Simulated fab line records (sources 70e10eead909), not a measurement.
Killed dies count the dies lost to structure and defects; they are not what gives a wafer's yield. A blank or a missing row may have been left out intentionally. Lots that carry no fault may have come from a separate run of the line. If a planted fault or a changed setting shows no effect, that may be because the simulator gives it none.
Chamber matching	flow nand_harc	cmp-03 running NHARC_A_M1_CMP_23: 4 sister chambers
The step polishes, t overpolish 20 s, target thk 154.34 nm. 27 wafers are shown with their chamber, then 12 later ones without.

EACH WAFER AND ITS CHAMBER
wafer	chamber	motor_current_A (A)	time_to_endpoint_s (s)
L074.1	3	11.9	28.5
L074.2	2	13.4	28.1
L074.4	0	11.6	29.8
L075.3	0	11.2	31.9
L075.5	2	12.8	27.9
L075.6	1	13.0	30.4
L077.1	0	11.5	27.7
L077.2	3	11.3	26.6
L077.3	2	14.1	28.9
L082.1	2	13.6	28.6
L082.4	1	13.4	32.2
L082.5	2	12.9	27.0
L084.2	1	12.5	27.4
L084.5	0	12.1	31.1
L084.6	3	11.3	28.9
L085.1	2	13.6	25.6
L085.2	1	13.2	28.0
L085.4	3	11.1	25.0
L087.1	3	11.2	28.5
L087.4	0	11.1	27.7
L087.6	1	13.1	29.7
L089.3	1	13.5	28.6
L089.4	3	11.1	26.7
L089.6	3	11.2	23.9
L091.1	1	13.3	26.5
L091.2	2	13.8	27.0
L091.3	0	11.4	28.3

SIGNATURES, as means of the wafers listed above
reading	chamber 0	chamber 1	chamber 2	chamber 3	scatter within a chamber
motor_current_A	11.483	13.143	13.457	11.300	0.365
time_to_endpoint_s	29.417	28.971	27.586	26.871	1.73
Rule: a wafer lies at a distance from a chamber equal to the root of the sum of squares, over the readings, of (its reading less the chamber's mean, divided by the reading's scatter). The wafer belongs to the nearest chamber; if the next one is less than 2 further off, it can't be placed. The scatter: the root of (the sum of the squares of (reading less its chamber's mean) over the shown wafers, divided by (wafers less chambers)).

WAFERS WITHOUT THEIR CHAMBER
wafer	motor_current_A (A)	time_to_endpoint_s (s)
L094.2	11.7	28.2
L094.3	13.2	30.6
L094.5	11.1	31.0
L093.2	13.9	29.3
L093.3	11.0	28.5
L093.4	11.0	28.1
L096.2	12.9	28.2
L096.4	11.4	29.3
L096.5	12.8	29.5
L095.1	11.1	29.1
L095.3	12.6	29.5
L095.6	13.2	30.9

WHICH CHAMBER EACH ONE RAN IN
wafer	from the rows above	in truth
L094.2	can't be placed: 0 or 3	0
L094.3	can't be placed: 1 or 2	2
L094.5	can't be placed: 0 or 3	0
L093.2	can't be placed: 2 or 1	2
L093.3	can't be placed: 3 or 0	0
L093.4	can't be placed: 3 or 0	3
L096.2	can't be placed: 1 or 2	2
L096.4	can't be placed: 0 or 3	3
L096.5	can't be placed: 1 or 2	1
L095.1	can't be placed: 0 or 3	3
L095.3	can't be placed: 1 or 2 or 0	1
L095.6	can't be placed: 1 or 2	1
Placed correctly: 0 of 12. Can't be placed from these rows: 12 (the true chamber is among the candidates in 12). Number placed wrongly: 0.
